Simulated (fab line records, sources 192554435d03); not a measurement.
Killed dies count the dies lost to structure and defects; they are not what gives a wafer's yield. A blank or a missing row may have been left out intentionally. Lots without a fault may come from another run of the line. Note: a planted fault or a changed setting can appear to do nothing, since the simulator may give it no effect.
A struck lot beside a sound one | flow n5 finfet | 15 out of 1938 route steps
Sound: these wafers, L135.2, L135.3, L135.5. Struck: wafer L134.5 (left out: L134.4, L134.6 of the same lot, which were not struck); the cause appears at the end.
Per side, at each step with rows, come the tool, then ch with its chambers, and then its first start. Under that, the readings that differ: sound wafers | struck wafers | difference of the means | sigmas: that difference in standard deviations of wafers without a fault.
alike: a reading whose means differ by less than 2 such deviations, as well as words and numbers matching on both sides. not compared: withheld readings; readings where some wafer has no value; bounds like >300 that might hide an equal value; numbers whose values overlap and for which the record gives no deviation.
Wherever a step has rows on one side only, a row that says differs or no value, or a row with sigmas, the two part there. When numbers do not overlap yet have no deviation, they are printed without sigmas and do not part them. Lack of a reading on every wafer of one side parts them only where that side has two or more wafers.

first, 1 step without rows for these wafers: N5_BEOL_M4_ETCH_41 (etches SiCN in CH3F/O2, target depth 29.9 nm, time 52.5 s).
N5_BEOL_M4_STRIP_97: strips in N2/H2, time 10 s.
  sound on rie diel-03 ch 1,2,3; struck on rie diel-01 ch 2
  reading      | sound          | struck | difference | sigmas
  rf vpp V (V) | 58.9 59.2 59.8 | 57.7   | -1.6       | -2
  alike: chamber pressure mTorr, drypump motor current A, oes product au, showerhead plenum p Torr, throttle valve pct
  not compared: rf hours counter h
N5_BEOL_M4_OCD_MEAS_38:
  sound on ocd-02 at day 12 19:17; struck on ocd-02 at day 12 09:44
  alike: trench depth nm
then, 4 steps without rows for these wafers: N5_BEOL_M4_HM_STRIP_39 (strips TiN in peroxide tin strip, target depth 25 nm, time 158 s); N5_BEOL_M4_SRD_40 (time 30 s); N5_BEOL_M4_PRECLEAN_42 (cleans in residue remover, time 60 s); N5_BEOL_M4_SRD_43 (time 30 s).
N5_BEOL_M4_CD_MEAS_35: target cd 18 nm, target cd y 22.4 nm.
  sound on cd sem-03 at day 12 19:26; struck on cd sem-03 at day 12 09:53
  alike: cd nm
N5_BEOL_M4_DEGAS_44: time 60 s.
  sound on pvd sputter-02 at day 12 19:43; struck on pvd sputter-03 at day 12 10:12
  alike: heater power w
N5_BEOL_M4_PRE_CLEAN_45: time 30 s.
  sound on pvd sputter-02 at day 12 19:46; struck on pvd sputter-03 at day 12 10:14
  alike: heater power w
N5_BEOL_M4_ALD_84: deposits TaN, pulse time 2 s, purge time 3 s, co reactant purge time 2 s.
  sound on ald metal-04 ch 0,1,3, day 12 19:50; struck on ald metal-01 ch 0, day 12 10:19
  alike: heater power outer w, heater power w, precursor vessel pressure torr
after that, 1 step had no rows for these wafers: N5_BEOL_M4_SURFACE_TREAT_85.
N5_BEOL_M4_CVD_47: deposits Co from CCTBA/H2, target thk 3 nm, time 223.8 s.
  sound on cvd co-01 ch 0,1, day 12 20:10; struck on cvd co-02 ch 0, day 12 10:52
  reading          | sound             | struck | difference | sigmas
  run length s (s) | 246.3 245.9 245.9 | 172.3  | -73.7      | -99 or more
N5_BEOL_M4_SPUTTER_48: material Cu, target thk 4.5 nm, time 8.29 s.
  sound on pvd sputter-02 at day 12 20:23; struck on pvd sputter-02 at day 12 11:01
  reading                | sound          | struck | difference | sigmas
  throttle valve pct (%) | 31.2 30.7 29.5 | 28.4   | -2.1       | -2
  alike: substrate temp c
N5_BEOL_M4_RC_MEAS_101:
  sound on prober-01 ch 0, day 12 23:23; struck on prober-01 ch 0, day 12 14:20
  reading        | sound             | struck | difference | sigmas
  DIBL_N (mV/V)  | 38.8 38.7 38.1    | 34.4   | -4.1       | -3
  IOFF_N (nA/um) | 0.192 0.184 0.178 | 0.129  | -0.056     | -2
  IOFF_P (nA/um) | 0.26 0.25 0.23    | 0.17   | -0.08      | -2
  VT_P (mV)      | -248 -249 -249    | -259   | -10        | -3
  alike: DIBL_P, ION_N, ION_P, SS_N, SS_P, VT_N

## WHERE THEY PART
Last at N5_BEOL_M4_RC_MEAS_101 as far as this record goes, first at N5_BEOL_M4_STRIP_97.

WHY: the cause the simulator had injected
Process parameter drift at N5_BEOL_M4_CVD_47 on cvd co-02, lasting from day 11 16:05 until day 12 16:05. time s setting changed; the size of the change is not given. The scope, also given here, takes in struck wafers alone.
